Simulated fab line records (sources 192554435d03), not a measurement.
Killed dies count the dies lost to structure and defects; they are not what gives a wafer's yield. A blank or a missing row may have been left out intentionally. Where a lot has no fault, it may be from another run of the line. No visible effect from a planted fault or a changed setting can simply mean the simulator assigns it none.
Chamber matching :: flow n5-finfet :: rie-diel-02 running N5_BEOL_M3_STRIP_66: 4 sister chambers
The step strips in CF4. 16 wafers are shown with their chamber, then 8 later ones without.

== EACH WAFER AND ITS CHAMBER ==
wafer: L076.4
chamber: 1
drypump-motor-current-A (A): 6.3
oes-product-au (a.u.): 0.82
throttle-valve-pct (%): 13.23

wafer: L076.5
chamber: 2
drypump-motor-current-A (A): 5.9
oes-product-au (a.u.): 0.70
throttle-valve-pct (%): 13.54

wafer: L076.6
chamber: 3
drypump-motor-current-A (A): 6.2
oes-product-au (a.u.): 0.68
throttle-valve-pct (%): 13.66

wafer: L079.2
chamber: 2
drypump-motor-current-A (A): 5.9
oes-product-au (a.u.): 0.70
throttle-valve-pct (%): 13.57

wafer: L079.4
chamber: 1
drypump-motor-current-A (A): 6.3
oes-product-au (a.u.): 0.81
throttle-valve-pct (%): 13.27

wafer: L079.5
chamber: 0
drypump-motor-current-A (A): 5.2
oes-product-au (a.u.): 0.70
throttle-valve-pct (%): 13.76

wafer: L083.3
chamber: 0
drypump-motor-current-A (A): 5.2
oes-product-au (a.u.): 0.70
throttle-valve-pct (%): 13.78

wafer: L083.5
chamber: 0
drypump-motor-current-A (A): 5.2
oes-product-au (a.u.): 0.70
throttle-valve-pct (%): 13.77

wafer: L083.6
chamber: 1
drypump-motor-current-A (A): 6.3
oes-product-au (a.u.): 0.79
throttle-valve-pct (%): 13.29

wafer: L087.2
chamber: 1
drypump-motor-current-A (A): 6.3
oes-product-au (a.u.): 0.79
throttle-valve-pct (%): 13.31

wafer: L087.4
chamber: 0
drypump-motor-current-A (A): 5.2
oes-product-au (a.u.): 0.69
throttle-valve-pct (%): 13.80

wafer: L087.6
chamber: 1
drypump-motor-current-A (A): 6.3
oes-product-au (a.u.): 0.80
throttle-valve-pct (%): 13.30

wafer: L089.1
chamber: 3
drypump-motor-current-A (A): 6.3
oes-product-au (a.u.): 0.68
throttle-valve-pct (%): 13.70

wafer: L089.3
chamber: 1
drypump-motor-current-A (A): 6.3
oes-product-au (a.u.): 0.80
throttle-valve-pct (%): 13.31

wafer: L089.6
chamber: 1
drypump-motor-current-A (A): 6.3
oes-product-au (a.u.): 0.79
throttle-valve-pct (%): 13.29

wafer: L090.2
chamber: 0
drypump-motor-current-A (A): 5.2
oes-product-au (a.u.): 0.69
throttle-valve-pct (%): 13.81

SIGNATURES (means of the wafers above)
reading: drypump-motor-current-A
chamber 0: 5.200
chamber 1: 6.300
chamber 2: 5.900
chamber 3: 6.250
scatter within a chamber: 0.0204

reading: oes-product-au
chamber 0: 0.6960
chamber 1: 0.8000
chamber 2: 0.7000
chamber 3: 0.6800
scatter within a chamber: 0.00876

reading: throttle-valve-pct
chamber 0: 13.7840
chamber 1: 13.2857
chamber 2: 13.5550
chamber 3: 13.6800
scatter within a chamber: 0.0254
Rule: for a wafer and a chamber, the distance is found by dividing, reading by reading, the gap between the wafer's reading and the chamber's mean by the reading's scatter, squaring, summing and taking the root. If the next closest chamber is less than 2 further off than the closest, the wafer can't be placed; otherwise it belongs to the closest. How the scatter is found: for the shown wafers, subtract from each reading the mean of its chamber, square and add these, divide the total by (wafers less chambers), then take the root.

== WAFERS MISSING THEIR CHAMBER ==
wafer: L090.3
drypump-motor-current-A (A): 6.3
oes-product-au (a.u.): 0.79
throttle-valve-pct (%): 13.31

wafer: L090.5
drypump-motor-current-A (A): 5.9
oes-product-au (a.u.): 0.94
throttle-valve-pct (%): 13.05

wafer: L093.2
drypump-motor-current-A (A): 5.9
oes-product-au (a.u.): 0.91
throttle-valve-pct (%): 13.05

wafer: L093.5
drypump-motor-current-A (A): 5.9
oes-product-au (a.u.): 0.91
throttle-valve-pct (%): 13.05

wafer: L093.6
drypump-motor-current-A (A): 6.2
oes-product-au (a.u.): 0.66
throttle-valve-pct (%): 13.73

wafer: L097.1
drypump-motor-current-A (A): 5.2
oes-product-au (a.u.): 0.95
throttle-valve-pct (%): 13.28

wafer: L097.3
drypump-motor-current-A (A): 5.2
oes-product-au (a.u.): 0.95
throttle-valve-pct (%): 13.27

wafer: L097.4
drypump-motor-current-A (A): 5.2
oes-product-au (a.u.): 0.95
throttle-valve-pct (%): 13.28

== EACH ONE'S CHAMBER ==
wafer: L090.3
from the rows above: 1
in truth: 1

wafer: L090.5
from the rows above: 1
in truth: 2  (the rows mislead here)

wafer: L093.2
from the rows above: 1
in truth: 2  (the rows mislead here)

wafer: L093.5
from the rows above: 1
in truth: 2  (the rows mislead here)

wafer: L093.6
from the rows above: 3
in truth: 3

wafer: L097.1
from the rows above: 0
in truth: 0

wafer: L097.3
from the rows above: 0
in truth: 0

wafer: L097.4
from the rows above: 0
in truth: 0
Correctly placed: 5 of 8. Number that these rows cannot place: 0. 3 placed wrongly.
